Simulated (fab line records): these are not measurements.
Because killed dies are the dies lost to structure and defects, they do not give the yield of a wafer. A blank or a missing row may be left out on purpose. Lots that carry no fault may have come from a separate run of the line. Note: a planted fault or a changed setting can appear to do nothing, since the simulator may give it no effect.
fab line records + flow nand_harc
record:
- lots: 12
- wafers: 36
- last_day: 34
route steps=1302 shown P_STI@91 P_GATE@131 END@1302
lots that met no fault: taken from a fault-free run of the same line
start_h: the number of hours between the record's first day and the start of the first shown wafer of the lot + wait_h: hours elapsed since this lot's preceding step + " identical to the entry in the row above + L1.1+2: a single row standing in for several wafers + - no value present, or no start provided + * or withheld: withheld + < > ~ a bound
route shown NAME@n: NAME is a module with steps in the file, n the number in the route of the first one + usual: mean and standard deviation over wafers with no fault + same: alike in all rows + chamber/n: place in a boat + sites: per-site readings + _std_site: the standard deviation of these + _edge_site: inner sites' mean taken away from outer sites' mean + radius_mm: how far each site lies from the wafer's centre + mask NAME#n: copy n + behind: the tool/chamber that last shaped the wafer + hold: the reason the lot was held/the length of the hold in hours/how it ended + device: transistor that didn't switch, given as n, p or np + end of line: tests of these same wafers at the route's end + a step without rows: its recipe alone + killed: at the first sort, the dies lost to defects and structure; wafer yield is something else + map: a wafer's dies, x killed, . not, _ none there
set.NAME: the setting the step ran with; set.NAME@STEP: the setting that earlier step ran with + model.NAME: the simulator's own value behind a step, which no gauge read
route steps across a sampled set of lots; one table per step, one row per wafer
services: the hour from which a tool's chamber was out of use, counted from the record's first day as start_h (under 0 if before that day), plus the number of hours and why
== steps ==
step: NHARC_P_STI_CD_MEAS_16
usual:
- cd_nm: 199.1/2.5
| lot.wafer | tool      | chamber | start_h | wait_h | cd_nm |
|-----------|-----------|---------|---------|--------|-------|
| L163.1    | cd_sem-03 | -       | 42.77   | -      | 198.8 |
| L163.2    | "         | -       | "       | "      | 200.0 |
| L163.4    | "         | -       | "       | "      | 201.0 |
| L165.1    | cd_sem-01 | -       | 63.12   | -      | 196.9 |
| L165.2    | "         | -       | "       | "      | 197.2 |
| L165.4    | "         | -       | "       | "      | 198.3 |
| L166.1    | cd_sem-01 | -       | 73.38   | -      | 202.3 |
| L166.2    | "         | -       | "       | "      | 194.1 |
| L166.4    | "         | -       | "       | "      | 199.9 |
| L168.1    | cd_sem-01 | -       | 93.72   | -      | 199.3 |
| L168.2    | "         | -       | "       | "      | 199.8 |
| L168.4    | "         | -       | "       | "      | 200.4 |
| L169.2    | cd_sem-02 | -       | 102.94  | -      | 200.4 |
| L169.3    | "         | -       | "       | "      | 195.3 |
| L169.5    | "         | -       | "       | "      | 197.5 |
| L170.4    | cd_sem-03 | -       | 113.53  | -      | 194.0 |
| L170.5    | "         | -       | "       | "      | 195.5 |
| L170.6    | "         | -       | "       | "      | 195.0 |
| L173.1    | cd_sem-03 | -       | 145.06  | -      | 199.5 |
| L173.2    | "         | -       | "       | "      | 197.6 |
| L173.6    | "         | -       | "       | "      | 199.0 |
| L174.2    | cd_sem-02 | -       | 158.39  | -      | 200.7 |
| L174.3    | "         | -       | "       | "      | 202.5 |
| L174.6    | "         | -       | "       | "      | 200.4 |
| L180.2    | cd_sem-02 | -       | 215.27  | -      | 202.0 |
| L180.3    | "         | -       | "       | "      | 203.0 |
| L180.6    | "         | -       | "       | "      | 199.2 |
| L183.1    | cd_sem-01 | -       | 244.76  | -      | 198.0 |
| L183.3    | "         | -       | "       | "      | 194.3 |
| L183.4    | "         | -       | "       | "      | 195.7 |
| L185.2    | cd_sem-02 | -       | 264.55  | -      | 194.2 |
| L185.4    | "         | -       | "       | "      | 198.7 |
| L185.6    | "         | -       | "       | "      | 193.6 |
| L186.1    | cd_sem-03 | -       | 277.21  | -      | 204.3 |
| L186.3    | "         | -       | "       | "      | 203.3 |
| L186.5    | "         | -       | "       | "      | 202.6 |
step: NHARC_P_GATE_HM_DEP_102
recipe:
- target_thk_a: 1200
- temp_c: 400
- material: aC
usual:
- throttle_valve_pct: 35.001/0.0088
| lot.wafer | tool       | chamber | start_h | wait_h | throttle_valve_pct |
|-----------|------------|---------|---------|--------|--------------------|
| L163.1    | acl_dep-03 | 0       | 91.88   | 0.4    | 35.009             |
| L163.2    | "          | 0       | "       | "      | 35.001             |
| L163.4    | "          | 0       | "       | "      | 34.995             |
| L165.1    | acl_dep-02 | 0       | 109.32  | 0.4    | 35.007             |
| L165.2    | "          | 0       | "       | "      | 35.005             |
| L165.4    | "          | 0       | "       | "      | 35.015             |
| L166.1    | acl_dep-02 | 0       | 121.95  | 0.4    | 35.002             |
| L166.2    | "          | 0       | "       | "      | 35.012             |
| L166.4    | "          | 0       | "       | "      | 34.991             |
| L168.1    | acl_dep-02 | 0       | 139.62  | 0.4    | 35.015             |
| L168.2    | "          | 0       | "       | "      | 34.993             |
| L168.4    | "          | 0       | "       | "      | 35.011             |
| L169.2    | acl_dep-01 | 0       | 150.46  | 0.5    | 35.000             |
| L169.3    | "          | 0       | "       | "      | 35.005             |
| L169.5    | "          | 0       | "       | "      | 35.005             |
| L170.4    | acl_dep-03 | 0       | 169.47  | 1.6    | 35.007             |
| L170.5    | "          | 0       | "       | "      | 34.997             |
| L170.6    | "          | 0       | "       | "      | 35.010             |
| L173.1    | acl_dep-03 | 0       | 196.83  | 0.4    | 34.995             |
| L173.2    | "          | 0       | "       | "      | 35.012             |
| L173.6    | "          | 0       | "       | "      | 34.984             |
| L173.1    | acl_dep-02 | 0       | 199.66  | 2.7    | 35.010             |
| L173.2    | "          | 0       | "       | "      | 34.992             |
| L173.6    | "          | 0       | "       | "      | 34.998             |
| L174.2    | acl_dep-03 | 0       | 210.05  | 0.7    | 34.998             |
| L174.3    | "          | 0       | "       | "      | 35.009             |
| L174.6    | "          | 0       | "       | "      | 34.991             |
| L180.2    | acl_dep-01 | 0       | 271.49  | 5.4    | 34.992             |
| L180.3    | "          | 0       | "       | "      | 34.997             |
| L180.6    | "          | 0       | "       | "      | 34.998             |
| L180.2    | acl_dep-01 | 0       | 274.00  | 2.4    | 35.006             |
| L180.3    | "          | 0       | "       | "      | 34.999             |
| L180.6    | "          | 0       | "       | "      | 34.989             |
| L183.1    | acl_dep-01 | 0       | 294.32  | 0.7    | 34.991             |
| L183.3    | "          | 0       | "       | "      | 35.009             |
| L183.4    | "          | 0       | "       | "      | 34.998             |
| L185.2    | acl_dep-03 | 0       | 315.02  | 0.5    | 35.010             |
| L185.4    | "          | 0       | "       | "      | 35.005             |
| L185.6    | "          | 0       | "       | "      | 35.007             |
| L186.1    | acl_dep-02 | 0       | 331.01  | 2.6    | 34.998             |
| L186.3    | "          | 0       | "       | "      | 35.011             |
| L186.5    | "          | 0       | "       | "      | 35.005             |
step: NHARC_P_GATE_ETCH_32
recipe:
- target_depth_a: 1500
- over_etch_frac: 1
- over_etch_ion_energy_ev: 40
- time_s: 100.1
- hbr_flow_sccm: 150
- cl2_flow_sccm: 50
- rf_w: 400
- icp_w: 400
- bias_w: 100
- chemistry: HBr/Cl2
usual:
- chamber_pressure_mTorr: 14.999/0.014
- drypump_motor_current_A: 5.7/0.43
- mfc_cl2_sccm: 49.99/0.14
- oes_product_au: 1.002/0.011
- throttle_valve_pct: 26.405/0.0092
| lot.wafer | tool      | chamber | start_h | wait_h | chamber_pressure_mTorr | drypump_motor_current_A | mfc_cl2_sccm | oes_product_au | rf_hours_counter_h | throttle_valve_pct |
|-----------|-----------|---------|---------|--------|------------------------|-------------------------|--------------|----------------|--------------------|--------------------|
| L163.2    | rie_si-01 | 0       | 93.79   | -      | 15.003                 | 5.4                     | 50.18        | 1.006          | 0.5                | 26.395             |
| L163.4    | "         | 1       | "       | "      | 14.989                 | 5.9                     | 49.81        | 0.992          | 0.5                | 26.392             |
| L163.1    | "         | 2       | "       | "      | 15.013                 | 6.1                     | 50.02        | 1.015          | 0.4                | 26.398             |
| L165.1    | rie_si-04 | 0       | 111.41  | -      | 14.990                 | 4.9                     | 49.98        | 1.018          | 0.6                | 26.402             |
| L165.4    | "         | 1       | "       | "      | 14.966                 | 6.4                     | 50.01        | 1.016          | 0.6                | 26.410             |
| L165.2    | "         | 2       | "       | "      | 15.000                 | 5.7                     | 49.69        | 1.006          | 0.7                | 26.408             |
| L166.4    | rie_si-04 | 2       | 123.94  | -      | 14.985                 | 5.7                     | 49.77        | 1.007          | 0.7                | 26.412             |
| L166.2    | "         | 3       | "       | "      | 14.992                 | 5.2                     | 50.03        | 1.015          | 0.8                | 26.397             |
| L166.1    | "         | 0       | "       | "      | 15.016                 | 4.9                     | 50.01        | 1.013          | 0.8                | 26.399             |
| L168.1    | rie_si-04 | 2       | 141.49  | -      | 15.007                 | 5.7                     | 50.06        | 1.000          | 0.8                | 26.415             |
| L168.2    | "         | 0       | "       | "      | 14.980                 | 4.9                     | 49.98        | 1.021          | 0.9                | 26.381             |
| L168.4    | "         | 1       | "       | "      | 15.014                 | 6.4                     | 49.82        | 1.010          | 0.8                | 26.426             |
| L169.2    | rie_si-04 | 2       | 152.34  | -      | 14.981                 | 5.7                     | 50.17        | 0.994          | 1.0                | 26.425             |
| L169.3    | "         | 0       | "       | "      | 15.000                 | 4.9                     | 50.00        | 1.003          | 1.0                | 26.397             |
| L169.5    | "         | 2       | "       | "      | 15.016                 | 5.7                     | 49.97        | 0.989          | -                  | 26.396             |
| L170.4    | rie_si-01 | 2       | 171.01  | -      | 14.990                 | 6.1                     | 50.04        | 1.009          | 0.8                | 26.414             |
| L170.5    | "         | 2       | "       | "      | 15.007                 | 6.1                     | 49.82        | 1.006          | -                  | 26.399             |
| L170.6    | "         | 3       | "       | "      | 15.008                 | 5.9                     | 49.76        | 0.988          | -                  | 26.414             |
| L173.2    | rie_si-04 | 0       | 201.58  | -      | 15.012                 | 4.9                     | 50.08        | 1.002          | 0.2                | 26.408             |
| L173.1    | "         | 2       | "       | "      | 14.976                 | 5.7                     | 49.89        | 1.002          | 0.1                | 26.400             |
| L173.6    | "         | 0       | "       | "      | 14.995                 | 4.9                     | 50.13        | 0.992          | -                  | 26.403             |
| L174.2    | rie_si-01 | 1       | 211.82  | -      | 14.990                 | 6.0                     | 50.01        | 0.989          | 0.0                | 26.400             |
| L174.3    | "         | 2       | "       | "      | 14.984                 | 6.2                     | 50.09        | 1.000          | 0.0                | 26.405             |
| L174.6    | "         | 1       | "       | "      | 14.986                 | 6.0                     | 50.03        | 0.990          | -                  | 26.407             |
| L180.2    | rie_si-04 | 1       | 275.76  | -      | 15.000                 | 6.4                     | 50.01        | 1.015          | 0.5                | 26.406             |
| L180.3    | "         | 3       | "       | "      | 14.997                 | 5.2                     | 49.80        | 1.024          | 0.6                | 26.412             |
| L180.6    | "         | 1       | "       | "      | 14.994                 | 6.4                     | 50.17        | 1.012          | -                  | 26.409             |
| L183.1    | rie_si-04 | 2       | 296.31  | -      | 15.006                 | 5.7                     | 49.90        | 0.995          | 0.6                | 26.406             |
| L183.4    | "         | 0       | "       | "      | 14.991                 | 4.9                     | 49.85        | 1.001          | 0.8                | 26.392             |
| L183.3    | "         | 1       | "       | "      | 14.990                 | 6.4                     | 50.10        | 1.001          | 0.7                | 26.383             |
| L185.2    | rie_si-01 | 3       | 316.97  | -      | 14.999                 | 5.9                     | 50.20        | 0.987          | 0.6                | 26.399             |
| L185.4    | "         | 1       | "       | "      | 15.005                 | 6.0                     | 49.95        | 0.992          | -                  | 26.399             |
| L185.6    | "         | 3       | "       | "      | 14.996                 | 5.9                     | 50.04        | 0.987          | -                  | 26.413             |
| L186.3    | rie_si-04 | 3       | 332.87  | -      | 15.009                 | 5.2                     | 49.81        | 1.017          | 1.0                | 26.405             |
| L186.1    | "         | 1       | "       | "      | 14.986                 | 6.4                     | 50.01        | 0.998          | 0.9                | 26.398             |
| L186.5    | "         | 3       | "       | "      | 15.001                 | 5.2                     | 49.88        | 1.014          | -                  | 26.400             |
step: NHARC_P_GATE_ETCHBACK_37
recipe:
- target_depth_a: 345
- time_s: 17.2
- chf3_flow_sccm: 50
- o2_flow_sccm: 10
- ar_flow_sccm: 200
- rf_w: 500
- bias_w: 200
- chemistry: CHF3/O2
usual:
- chamber_pressure_mTorr: 25.002/0.024
- drypump_motor_current_A: 5.6/0.47
- oes_product_au: 0.95/0.035
- rf_vpp_V: 372.1/2
- showerhead_plenum_p_Torr: 2.47/0.089
- throttle_valve_pct: 20.571/0.0079
| lot.wafer | tool        | chamber | start_h | wait_h | chamber_pressure_mTorr | drypump_motor_current_A | oes_product_au | rf_hours_counter_h | rf_vpp_V | showerhead_plenum_p_Torr | throttle_valve_pct |
|-----------|-------------|---------|---------|--------|------------------------|-------------------------|----------------|--------------------|----------|--------------------------|--------------------|
| L163.1    | rie_diel-10 | 1       | -       | -      | 25.029                 | 5.4                     | 0.92           | 2.4                | 367.1    | 2.27                     | 20.574             |
| L163.2    | "           | 2       | "       | "      | 24.991                 | 5.0                     | 0.93           | 0.9                | 374.0    | 2.57                     | 20.561             |
| L163.4    | "           | 3       | "       | "      | 25.025                 | 5.2                     | 0.92           | 2.9                | 373.8    | 2.57                     | 20.564             |
| L165.4    | rie_diel-10 | 3       | -       | -      | 25.007                 | 5.1                     | 0.93           | 3.2                | 373.2    | 2.57                     | 20.559             |
| L165.1    | "           | 0       | "       | "      | 25.010                 | 6.7                     | 0.94           | 3.2                | 372.3    | 2.38                     | 20.576             |
| L165.2    | "           | 1       | "       | "      | 24.998                 | 5.4                     | 0.93           | 2.8                | 367.7    | 2.27                     | 20.557             |
| L166.4    | rie_diel-08 | 0       | -       | -      | 24.996                 | 5.0                     | 1.00           | 4.9                | 369.4    | 2.33                     | 20.563             |
| L166.2    | "           | 1       | "       | "      | 24.985                 | 6.2                     | 0.99           | 4.9                | 371.6    | 2.44                     | 20.571             |
| L166.1    | "           | 2       | "       | "      | 25.019                 | 5.8                     | 0.99           | 5.7                | 373.2    | 2.51                     | 20.575             |
| L168.1    | rie_diel-08 | 1       | -       | -      | 25.004                 | 6.2                     | 0.93           | 6.5                | 371.6    | 2.44                     | 20.564             |
| L168.2    | "           | 0       | "       | "      | 25.014                 | 5.1                     | 0.93           | 6.4                | 369.0    | 2.33                     | 20.561             |
| L168.4    | "           | 0       | "       | "      | 24.977                 | 5.1                     | 0.93           | -                  | 368.5    | 2.33                     | 20.563             |
| L169.2    | rie_diel-05 | 0       | -       | -      | 25.010                 | 5.9                     | 0.93           | 6.0                | 371.8    | 2.42                     | 20.574             |
| L169.3    | "           | 1       | "       | "      | 24.980                 | 5.1                     | 0.93           | 6.2                | 376.4    | 2.57                     | 20.583             |
| L169.5    | "           | 0       | "       | "      | 25.009                 | 5.9                     | 0.92           | -                  | 371.5    | 2.42                     | 20.573             |
| L170.4    | rie_diel-08 | 2       | -       | -      | 25.035                 | 5.7                     | 0.92           | 8.5                | 373.2    | 2.51                     | 20.584             |
| L170.6    | "           | 1       | "       | "      | 24.968                 | 6.2                     | 0.92           | -                  | 371.2    | 2.44                     | 20.575             |
| L170.5    | "           | 2       | "       | "      | 25.039                 | 5.7                     | 0.92           | -                  | 373.6    | 2.51                     | 20.567             |
| L173.1    | rie_diel-08 | 1       | -       | -      | 25.025                 | 6.1                     | 0.99           | 0.1                | 372.6    | 2.44                     | 20.573             |
| L173.2    | "           | 2       | "       | "      | 24.988                 | 5.7                     | 1.01           | 0.1                | 372.3    | 2.51                     | 20.580             |
| L173.6    | "           | 2       | "       | "      | 24.966                 | 5.8                     | 1.00           | -                  | 372.8    | 2.51                     | 20.581             |
| L174.2    | rie_diel-05 | 0       | -       | -      | 24.982                 | 5.9                     | 0.93           | 9.5                | 369.9    | 2.42                     | 20.578             |
| L174.3    | "           | 2       | "       | "      | 24.997                 | 5.7                     | 0.93           | 8.0                | 373.0    | 2.57                     | 20.572             |
| L174.6    | "           | 0       | "       | "      | 25.004                 | 6.0                     | 0.92           | -                  | 370.7    | 2.42                     | 20.568             |
| L180.2    | rie_diel-10 | 1       | -       | -      | 24.999                 | 5.4                     | 0.92           | 1.8                | 368.3    | 2.27                     | 20.557             |
| L180.3    | "           | 0       | "       | "      | 25.030                 | 6.7                     | 0.94           | 2.3                | 370.9    | 2.38                     | 20.573             |
| L180.6    | "           | 2       | "       | "      | 24.951                 | 5.0                     | 0.93           | -                  | 372.9    | 2.56                     | 20.581             |
| L183.1    | rie_diel-05 | 0       | -       | -      | 25.022                 | 5.9                     | 1.01           | 3.2                | 370.8    | 2.42                     | 20.576             |
| L183.3    | "           | 2       | "       | "      | 25.006                 | 5.7                     | 1.00           | 4.1                | 374.1    | 2.57                     | 20.572             |
| L183.4    | "           | 3       | "       | "      | 24.990                 | 6.2                     | 0.99           | 3.9                | 372.4    | 2.54                     | 20.578             |
| L185.2    | rie_diel-05 | 3       | -       | -      | 25.020                 | 6.2                     | 0.92           | 4.3                | 372.0    | 2.54                     | 20.564             |
| L185.4    | "           | 1       | "       | "      | 24.990                 | 5.1                     | 0.94           | 3.7                | 375.3    | 2.57                     | 20.558             |
| L185.6    | "           | 3       | "       | "      | 24.989                 | 6.1                     | 0.94           | -                  | 373.5    | 2.54                     | 20.568             |
| L186.3    | rie_diel-05 | 0       | -       | -      | 24.970                 | 5.9                     | 0.99           | 4.8                | 372.4    | 2.42                     | 20.587             |
| L186.1    | "           | 2       | "       | "      | 24.987                 | 5.7                     | 0.99           | 6.0                | 373.8    | 2.57                     | 20.569             |
| L186.5    | "           | 1       | "       | "      | 24.983                 | 5.1                     | 0.99           | -                  | 373.7    | 2.57                     | 20.574             |
step: NHARC_END_SORT_01
recipe:
- temp_c: 25
usual:
- killed_at_array: 55/15
- killed_at_other: 1.0/1.2
- killed_at_periphery: 3.4/2.2
- killed_dies: 59/15
- killed_open: 3.2/2
- killed_short: 2.5/1.7
same:
- gross_dies: 677
| lot.wafer | tool      | chamber | start_h | wait_h | killed_at_array | killed_at_other | killed_at_periphery | killed_dies | killed_open | killed_short |
|-----------|-----------|---------|---------|--------|-----------------|-----------------|---------------------|-------------|-------------|--------------|
| L173.6    | prober-01 | 0       | 681.60  | 4.0    | 31              | 0               | 4                   | 35          | 1           | 1            |
killed by level:class
L173.6 A_CHANNEL_HOLE_D2:chamber_film_flake=13 A_CHANNEL_HOLE_D1:chamber_film_flake=6 A_STAIRCASE:chamber_film_flake=5 P_GATE:chamber_film_flake=3 A_SLIT:chamber_film_flake=3 A_SOURCE_PLATE:geometric_particle:open=1 A_ONON_D2:geometric_particle:short=1 P_M1:chamber_film_flake=1
== services ==
| tool        | chamber | start_h | hours | kind   |
|-------------|---------|---------|-------|--------|
| rie_diel-10 | 2       | 74.46   | 11.0  | repair |
| rie_si-01   | -       | 92.48   | 0.7   | repair |
| rie_diel-05 | -       | 102.42  | 0.9   | repair |
| rie_diel-10 | 2       | 108.65  | 3.6   | repair |
| acl_dep-03  | -       | 118.34  | 13.0  | pm     |
| rie_si-01   | 3       | 138.14  | 0.9   | repair |
| rie_si-04   | 1       | 143.60  | 6.0   | repair |
| rie_diel-08 | 3       | 144.36  | 9.3   | repair |
| rie_diel-08 | 2       | 149.44  | 7.8   | repair |
| rie_diel-08 | 1       | 158.60  | 9.4   | repair |
| rie_si-04   | -       | 165.00  | 9.0   | pm     |
| acl_dep-01  | -       | 190.13  | 13.0  | pm     |
| rie_diel-08 | -       | 190.80  | 9.0   | pm     |
| rie_si-01   | -       | 193.00  | 9.0   | pm     |
| rie_diel-05 | 3       | 203.81  | 5.2   | repair |
| rie_diel-05 | -       | 230.28  | 9.0   | pm     |
| acl_dep-02  | -       | 244.02  | 13.0  | pm     |
| rie_si-01   | 3       | 248.56  | 16.1  | repair |
| rie_si-04   | 2       | 278.92  | 6.2   | repair |
| acl_dep-03  | -       | 299.34  | 13.0  | pm     |
| rie_si-01   | 0       | 300.72  | 19.6  | repair |
| rie_si-01   | 3       | 306.91  | 3.6   | repair |
| rie_si-04   | -       | 316.84  | 0.4   | repair |
| rie_si-04   | -       | 342.00  | 9.0   | pm     |
== key ==
first_sign:
- step: NHARC_P_GATE_HM_DEP_102
- reading: visit
- direction: added
effect none on later readings
met_at NHARC_P_GATE_HM_DEP_102
struck_lots L173,L180
rows_end L173.2
tester_left_out L173,L180
not_acting_at NHARC_P_STI_CD_MEAS_16,NHARC_P_GATE_ETCH_32,NHARC_P_GATE_ETCHBACK_37
fault:
- kind: repeated_step_whole
- tool: acl_dep-01,acl_dep-02,acl_dep-03
- chamber: -
- onset_h: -
- steps: NHARC_P_GATE_HM_DEP_102
- times: 1
- scope: struck_lots_only
tester_left_out: of these lots the tester's yield and bins aren't shown, on N5 and GAA mostly nor the transistor test; their killed dies are dies lost to structure and defects alone, not to doping, threshold or leakage, so they don't give the yield
rows_end: these wafers met a further fault down the route, and their rows from its step on are left out
